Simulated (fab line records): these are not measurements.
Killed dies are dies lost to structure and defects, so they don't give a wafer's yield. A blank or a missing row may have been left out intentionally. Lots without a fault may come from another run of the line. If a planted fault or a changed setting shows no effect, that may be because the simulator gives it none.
What tool caused it?	flow nand harc	42 wafers from 14 lots sampled at 4 of the route's 1302 steps

WHAT EACH GAUGE READ, for each wafer
NHARC_P_CONTACT_CD_MEAS_12: target cd 90 nm.
lot	measured	on	cd nm (nm)
L751	day 5 17:41	cd sem-01	89.6 90.3 89.8
L752	day 6 08:05	cd sem-02	90.3 90.2 89.3
L753	day 6 13:03	cd sem-02	90.3 90.5 89.1
L756	day 7 19:50	cd sem-02	89.3 90.9 89.6
L758	day 8 16:54	cd sem-01	90.1 90.6 89.6
L761	day 10 11:58	cd sem-02	90.0 90.4 89.2
L764	day 12 01:22	cd sem-02	90.2 89.3 90.4
L765	day 12 01:44	cd sem-02	90.6 89.9 89.8
L767	day 12 11:50	cd sem-02	90.0 90.7 91.9
L768	day 12 19:53	cd sem-03	89.9 90.6 90.6
L771	day 14 06:32	cd sem-01	104.9 105.4 106.5
L773	day 15 03:35	cd sem-01	90.5 89.3 91.0
L772	day 15 03:51	cd sem-02	110.4 110.4 109.6
L774	day 15 14:01	cd sem-02	90.1 90.0 90.1

WHAT TOOL EACH LOT RAN ON (gives the tool, then ch and the chambers of the sampled wafers, and finally the start)
lot	NHARC_P_GATE_DEGAS_109	NHARC_P_GATE_RTA_82	NHARC_P_CONTACT_PEB_10
L751	pvd sputter-03, day 5 14:51	rtp anneal-01 ch 0, day 5 15:37	litho track-06 ch 0, day 5 17:36
L752	pvd sputter-03, day 6 05:40	rtp anneal-01 ch 0, day 6 06:25	litho track-01 ch 0, day 6 08:01
L753	pvd sputter-02, day 6 10:37	rtp anneal-01 ch 0, day 6 11:22	litho track-01 ch 0, day 6 12:58
L756	pvd sputter-01, day 7 17:17	rtp anneal-01 ch 0, day 7 18:05	litho track-06 ch 0, day 7 19:46
L758	pvd sputter-01, day 8 14:28	rtp anneal-02 ch 0, day 8 15:13	litho track-04 ch 0, day 8 16:49
L761	pvd sputter-03, day 10 09:25	rtp anneal-01 ch 0, day 10 10:11	litho track-01 ch 0, day 10 11:53
L764	pvd sputter-01, day 11 22:47	rtp anneal-01 ch 0, day 11 23:32	litho track-06 ch 0, day 12 01:17
L765	pvd sputter-02, day 11 23:11	rtp anneal-02 ch 0, day 12 00:00	litho track-01 ch 0, day 12 01:39
L767	pvd sputter-02, day 12 09:16	rtp anneal-02 ch 0, day 12 10:05	litho track-06 ch 0, day 12 11:45
L768	pvd sputter-03, day 12 17:19	rtp anneal-02 ch 0, day 12 18:05	litho track-06 ch 0, day 12 19:49
L771	pvd sputter-03, day 14 03:40	rtp anneal-01 ch 0, day 14 04:40	litho track-06 ch 0, day 14 06:27
L773	pvd sputter-01, day 15 01:01	rtp anneal-01 ch 0, day 15 01:46	litho track-01 ch 0, day 15 03:30
L772	pvd sputter-03, day 15 01:12	rtp anneal-02 ch 0, day 15 02:00	litho track-06 ch 0, day 15 03:46
L774	pvd sputter-02, day 15 11:27	rtp anneal-01 ch 0, day 15 12:12	litho track-01 ch 0, day 15 13:56
- NHARC_P_GATE_DEGAS_109: time 60 s.
- NHARC_P_GATE_RTA_82: time 30 s.
- NHARC_P_CONTACT_PEB_10: peb time 65 s.

AS READ BY THE TOOLS THEMSELVES (means over the sampled wafers that have a number; for cases with no such wafer, the mark the record gives instead)
NHARC_P_GATE_DEGAS_109.
lot	tool	heater power w (W)
L751	pvd sputter-03	446
L752	pvd sputter-03	463
L753	pvd sputter-02	484
L756	pvd sputter-01	438
L758	pvd sputter-01	447
L761	pvd sputter-03	454
L764	pvd sputter-01	461
L765	pvd sputter-02	492
L767	pvd sputter-02	450
L768	pvd sputter-03	439
L771	pvd sputter-03	447
L773	pvd sputter-01	479
L772	pvd sputter-03	443
L774	pvd sputter-02	482

NHARC_P_GATE_RTA_82.
lot	tool	lamp power pct (%)	wafer_temp_C_max
L751	rtp anneal-01	3.56	451.6
L752	rtp anneal-01	3.56	451.3
L753	rtp anneal-01	3.56	451.1
L756	rtp anneal-01	3.56	451.3
L758	rtp anneal-02	4.01	451.4
L761	rtp anneal-01	3.56	451.3
L764	rtp anneal-01	3.56	451.2
L765	rtp anneal-02	4.01	452.0
L767	rtp anneal-02	4.01	450.9
L768	rtp anneal-02	4.01	451.8
L771	rtp anneal-01	3.56	451.1
L773	rtp anneal-01	3.56	451.3
L772	rtp anneal-02	4.01	451.6
L774	rtp anneal-01	3.56	451.5

THE ANSWER, worked out from the rows above alone
Rule: what is usual is taken from the lots themselves. Put in order of their means at a reading, lots are off if they are a third of the lots or fewer, leave a main group of 4 or more, and stand apart from it by a gap of 3 or more times the standard deviation of the main group's means; of several such gaps the widest counts. The tables above print the reading to a certain number of digits; a main group whose means all agree to those digits is not used. Also off: a lot with no number at a reading for which 4 or more lots have one. All remaining lots with rows at the step are treated as sound. Order of review: gauges by route order, followed by the tools' own readings, for which a lot's mean as printed above is used. The first step at which some lot is off is used, and at that step the reading that is off furthest; a lot without a number counts as furthest.
Off at NHARC_P_CONTACT_CD_MEAS_12 (cd nm): L771, L772. Main group: mean 90.1 nm, sd 0.27.
A tool fits if, at a process step before that reading, it ran every lot that is off, and no sound lot after the first of them. Gauges at NHARC_P_CONTACT_CD_MEAS_12: tried the same way as those tools. Can't be told from this: 2 tools fit, pvd sputter-03 at NHARC_P_GATE_DEGAS_109, litho track-06 at NHARC_P_CONTACT_PEB_10.

WHAT WAS PUT IN BY THE SIMULATOR
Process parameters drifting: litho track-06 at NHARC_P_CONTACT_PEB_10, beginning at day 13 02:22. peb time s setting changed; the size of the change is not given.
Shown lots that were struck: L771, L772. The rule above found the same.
